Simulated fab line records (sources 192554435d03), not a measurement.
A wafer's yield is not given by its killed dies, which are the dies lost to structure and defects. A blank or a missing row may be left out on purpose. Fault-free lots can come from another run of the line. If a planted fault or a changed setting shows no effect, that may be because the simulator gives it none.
Split-lot experiment | flow n5-finfet | 21 wafers read from 7 lots, route of 1938 steps

== SPLIT DETAILS ==
At N5_BEOL_M8_ILD_DEP_00 (deposits SiCOH lowk from DEMS/porogen, target thk 179.75 nm, time 33.4 s), the setting time-s was moved away from the recipe's 33.4 s on 9 of the 21 wafers read, by -14.6% to +13.8%. For the rest of the wafers, this setting stayed at what the recipe calls for.

== SPLIT TO READING: what lies between them in the file, 1 step ==
- N5_BEOL_M8_CURE_74: cures SiCOH lowk, time 240 s

== THE READING ==
At N5_BEOL_M8_THK_MEAS_01: M8_ILD_THK, given in nm. A value of 154.3 nm with a standard deviation of 2 nm is what fault-free wafers of this fab line usually give.

wafer  | tool, chamber at the split | time-s as run, s | against the recipe | M8_ILD_THK, nm | against lot-mates on the recipe
L078.2 | pecvd-02, 2                | 33.4             | recipe             | 155.1          | -
L078.4 | pecvd-02, 2                | 33.4             | recipe             | 157.7          | -
L078.6 | pecvd-02, 1                | 33.4             | recipe             | 154.9          | -
L081.2 | pecvd-01, 0                | 28.58            | -14.4%             | 133.8          | -20.0
L081.3 | pecvd-01, 1                | 33.4             | recipe             | 153.8          | -
L081.4 | pecvd-01, 1                | 28.58            | -14.4%             | 134.5          | -19.3
L083.2 | pecvd-01, 1                | 33.4             | recipe             | 153.5          | -
L083.4 | pecvd-01, 2                | 33.4             | recipe             | 156.0          | -
L083.5 | pecvd-01, 1                | 33.4             | recipe             | 156.7          | -
L085.1 | pecvd-01, 2                | 33.4             | recipe             | 153.4          | -
L085.2 | pecvd-01, 0                | 29.87            | -10.6%             | 137.0          | -16.2
L085.3 | pecvd-01, 1                | 33.4             | recipe             | 152.9          | -
L089.1 | pecvd-01, 0                | 31.21            | -6.6%              | 143.4          | -11.3
L089.3 | pecvd-01, 2                | 33.4             | recipe             | 154.7          | -
L089.5 | pecvd-01, 2                | 31.21            | -6.6%              | 146.2          | -8.5
L092.1 | pecvd-03, 0                | 28.53            | -14.6%             | 134.5          | -21.0
L092.3 | pecvd-03, 1                | 33.4             | recipe             | 154.1          | -
L092.6 | pecvd-03, 0                | 33.4             | recipe             | 156.9          | -
L095.3 | pecvd-01, 1                | 38.01            | +13.8%             | 174.7          | no lot-mate on the recipe
L095.5 | pecvd-01, 0                | 38.01            | +13.8%             | 178.2          | no lot-mate on the recipe
L095.6 | pecvd-01, 1                | 38.01            | +13.8%             | 178.3          | no lot-mate on the recipe

THE FIT
A straight line over all 21 wafers: M8_ILD_THK changes by +1.53 nm for each +1% of time-s; r = +0.99; the points scatter about the line by 1.6 nm.
The same after taking each lot's own level away (the mean of its wafers on the recipe; 18 wafers): +1.41 nm for each +1%; r = +0.99; scatter 1.2 nm.
That fit puts the effect of the largest move of time-s on the reading at 21 nm.
The span of the lots' own levels, 153.15 to 155.90 nm, comes to 1.4 times the standard deviation stated above.
The two slopes agree, so the slope changes little with the lot-to-lot level.
Check: for one of the wafers moved furthest among these (-14.6%), held out of the fit, the line's prediction against its lot-mates is -20.6 nm. It came out at -21 nm against them.

== OTHER SPLITS APPLIED TO THESE WAFERS ==
These wafers also went through other splits before the reading. Each is held against what the fit with the lots' levels taken away leaves over:
other split on the same wafers | wafers away from the commonest value | r with M8_ILD_THK (lot level and that fit taken away)
N5_BEOL_M4_EXPOSE_25 dose-mj   | 7                                    | -0.28
N5_BEOL_M5_COAT_05 spin-rpm    | 9                                    | -0.06
N5_BEOL_M7_ILD_DEP_00 time-s   | 6                                    | +0.05

== THE WHOLE CHAIN: every reading that the file lists as answering this split, in the file's order ==
step                   | what it does                                                             | reading                                                                                  | change (the file's fit)              | r (the file's)
N5_BEOL_M8_ILD_DEP_00  | deposits SiCOH lowk from DEMS/porogen, target thk 179.75 nm, time 33.4 s | SiCOH_lowk_of_BEOL_M8_ILD_DEP_00.thk-nm (the simulator's own value, which no gauge read) | +1.65 nm for each +1% of the setting | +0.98
N5_BEOL_M8_CURE_74     | cures SiCOH lowk, time 240 s                                             | SiCOH_lowk_of_BEOL_M8_ILD_DEP_00.thk-nm (the simulator's own value, which no gauge read) | +1.43 nm for each +1% of the setting | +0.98
N5_BEOL_M8_THK_MEAS_01 |                                                                          | M8_ILD_THK                                                                               | +1.43 for each +1% of the setting    | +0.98

== FILE'S OWN FIT ==
M8_ILD_THK changes by +1.43 nm for each +1% of time-s, r = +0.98.
